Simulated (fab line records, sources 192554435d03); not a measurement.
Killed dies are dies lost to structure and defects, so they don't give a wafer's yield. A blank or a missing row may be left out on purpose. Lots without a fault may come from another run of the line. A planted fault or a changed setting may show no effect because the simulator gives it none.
Which tool did it? | flow n5_finfet | 13 lots, 34 wafers sampled, at 4 steps of a route of 1938

WHAT THE GAUGES READ, wafer by wafer
N5_BEOL_M13_THK_MEAS_01.
lot  | measured     | on            | M13_ILD_THK (nm)
L340 | day 15 04:03 | film_metro-02 | 837 834 843
L338 | day 15 09:43 | film_metro-02 | 827 857 839
L341 | day 15 16:35 | film_metro-01 | 827 847
L342 | day 15 20:03 | film_metro-02 | 842 841 867
L344 | day 16 21:30 | film_metro-02 | 843 862 848
L346 | day 16 22:41 | film_metro-01 | 819 841 835
L349 | day 16 23:20 | film_metro-01 | 844 840
L353 | day 18 07:08 | film_metro-02 | 836 839 859
L355 | day 18 08:10 | film_metro-01 | 832 832
L352 | day 18 18:10 | film_metro-02 | 862 855
L357 | day 19 10:02 | film_metro-02 | 840 859
L359 | day 20 03:59 | film_metro-02 | 822 846 844
L360 | day 20 05:32 | film_metro-01 | 829 856 846

WHICH TOOL RAN EACH LOT (tool, then ch and the chambers of the sampled wafers, then the start)
lot  | N5_BEOL_M12_DEGAS_41         | N5_BEOL_M12_PRE_CLEAN_42     | N5_BEOL_M12_ANNEAL_48
L340 | pvd_sputter-01, day 15 02:26 | pvd_sputter-01, day 15 02:28 | rtp_anneal-02 ch 0, day 15 03:10
L338 | pvd_sputter-02, day 15 08:04 | pvd_sputter-02, day 15 08:07 | rtp_anneal-02 ch 0, day 15 08:51
L341 | pvd_sputter-03, day 15 14:35 | pvd_sputter-03, day 15 14:37 | rtp_anneal-01 ch 0, day 15 15:28
L342 | pvd_sputter-02, day 15 18:37 | pvd_sputter-02, day 15 18:39 | rtp_anneal-01 ch 0, day 15 19:07
L344 | pvd_sputter-03, day 16 20:04 | pvd_sputter-03, day 16 20:07 | rtp_anneal-01, day 16 20:37
L346 | pvd_sputter-03, day 16 21:05 | pvd_sputter-03, day 16 21:08 | rtp_anneal-02, day 16 21:35
L349 | pvd_sputter-02, day 16 21:30 | pvd_sputter-02, day 16 21:32 | rtp_anneal-01 ch 0, day 16 22:30
L353 | pvd_sputter-03, day 18 05:41 | pvd_sputter-03, day 18 05:43 | rtp_anneal-02 ch 0, day 18 06:11
L355 | pvd_sputter-03, day 18 06:25 | pvd_sputter-03, day 18 06:27 | rtp_anneal-02 ch 0, day 18 07:19
L352 | pvd_sputter-02, day 18 16:45 | pvd_sputter-02, day 18 16:47 | rtp_anneal-02 ch 0, day 18 17:25
L357 | pvd_sputter-02, day 19 08:37 | pvd_sputter-02, day 19 08:39 | rtp_anneal-01 ch 0, day 19 09:12
L359 | pvd_sputter-03, day 20 02:28 | pvd_sputter-03, day 20 02:30 | rtp_anneal-02 ch 0, day 20 02:58
L360 | pvd_sputter-02, day 20 04:06 | pvd_sputter-02, day 20 04:08 | rtp_anneal-02 ch 0, day 20 04:36
- N5_BEOL_M12_DEGAS_41: time 60 s.
- N5_BEOL_M12_PRE_CLEAN_42: time 30 s.
- N5_BEOL_M12_ANNEAL_48: time 90 s.

WHAT THE TOOLS THEMSELVES READ (means of the sampled wafers that have a number; where no wafer has one, the mark that the record gives instead)
N5_BEOL_M12_DEGAS_41.
lot  | tool           | heater_power_w (W) | susceptor_temp_C (C)
L340 | pvd_sputter-01 | 313                | 250.13
L338 | pvd_sputter-02 | 301                | 249.88
L341 | pvd_sputter-03 | 353                | 250.08
L342 | pvd_sputter-02 | 344                | 249.86
L344 | pvd_sputter-03 | 311                | 249.98
L346 | pvd_sputter-03 | 352                | 250.01
L349 | pvd_sputter-02 | 314                | 250.06
L353 | pvd_sputter-03 | 334                | 250.05
L355 | pvd_sputter-03 | 304                | 249.85
L352 | pvd_sputter-02 | 309                | 250.28
L357 | pvd_sputter-02 | 362                | 249.97
L359 | pvd_sputter-03 | 345                | 250.03
L360 | pvd_sputter-02 | 367                | 250.00

N5_BEOL_M12_PRE_CLEAN_42.
lot  | tool           | heater_power_w (W) | susceptor_temp_C (C)
L340 | pvd_sputter-01 | 313                | 249.85
L338 | pvd_sputter-02 | 299                | 249.84
L341 | pvd_sputter-03 | 353                | 250.15
L342 | pvd_sputter-02 | 341                | 249.92
L344 | pvd_sputter-03 | 313                | 249.79
L346 | pvd_sputter-03 | 351                | 250.06
L349 | pvd_sputter-02 | 315                | 250.20
L353 | pvd_sputter-03 | 334                | 250.00
L355 | pvd_sputter-03 | 304                | 250.14
L352 | pvd_sputter-02 | 314                | 250.03
L357 | pvd_sputter-02 | 361                | 249.94
L359 | pvd_sputter-03 | 352                | 250.10
L360 | pvd_sputter-02 | 367                | 249.94

N5_BEOL_M12_ANNEAL_48.
lot  | tool          | anneal_temp_c (C) | anneal_temp_c_max | wafer_temp_C_max
L340 | rtp_anneal-02 | 224.93            | 225.60            | 226.00
L338 | rtp_anneal-02 | 225.07            | 225.71            | 225.58
L341 | rtp_anneal-01 | 225.18            | 226.55            | 226.02
L342 | rtp_anneal-01 | 225.07            | 226.09            | 225.79
L344 | rtp_anneal-01 | -                 | -                 | -
L346 | rtp_anneal-02 | -                 | -                 | -
L349 | rtp_anneal-01 | 225.03            | 225.97            | 226.11
L353 | rtp_anneal-02 | 224.89            | 225.69            | 225.76
L355 | rtp_anneal-02 | 224.92            | 225.56            | 225.79
L352 | rtp_anneal-02 | 225.03            | 225.72            | 225.56
L357 | rtp_anneal-01 | 225.03            | 226.13            | 226.05
L359 | rtp_anneal-02 | 225.03            | 225.80            | 226.03
L360 | rtp_anneal-02 | 224.86            | 225.63            | 225.71

THE ANSWER, worked out from the rows above alone
Rule: what is usual is taken from the lots themselves. Put in order of their means at a reading, lots are off if they are a third of the lots or fewer, leave a main group of 4 or more, and stand apart from it by a gap of 3 or more times the standard deviation of the main group's means; of several such gaps the widest counts. A main group whose means are all the same, to the digits that the tables above print for the reading, isn't used. A lot without any number at a reading at which 4 lots or more have one is off too. The other lots that the step has rows for count as sound. The gauges are gone through in route order, then the tools' own readings, and for those a lot's mean is taken as printed above. The first step at which some lot is off is used, and at that step the reading that is off furthest; a lot without a number counts as furthest.
Off: L344, L346, at N5_BEOL_M12_ANNEAL_48 (anneal_temp_c). Without a number there: L344, L346. The main group: mean 225.00 C, standard deviation 0.09.
A tool fits if, at that step or a process step before it, it ran every lot that is off, and no sound lot after the first of them. None of those tried fits.

WHAT THE SIMULATOR HAD PUT IN
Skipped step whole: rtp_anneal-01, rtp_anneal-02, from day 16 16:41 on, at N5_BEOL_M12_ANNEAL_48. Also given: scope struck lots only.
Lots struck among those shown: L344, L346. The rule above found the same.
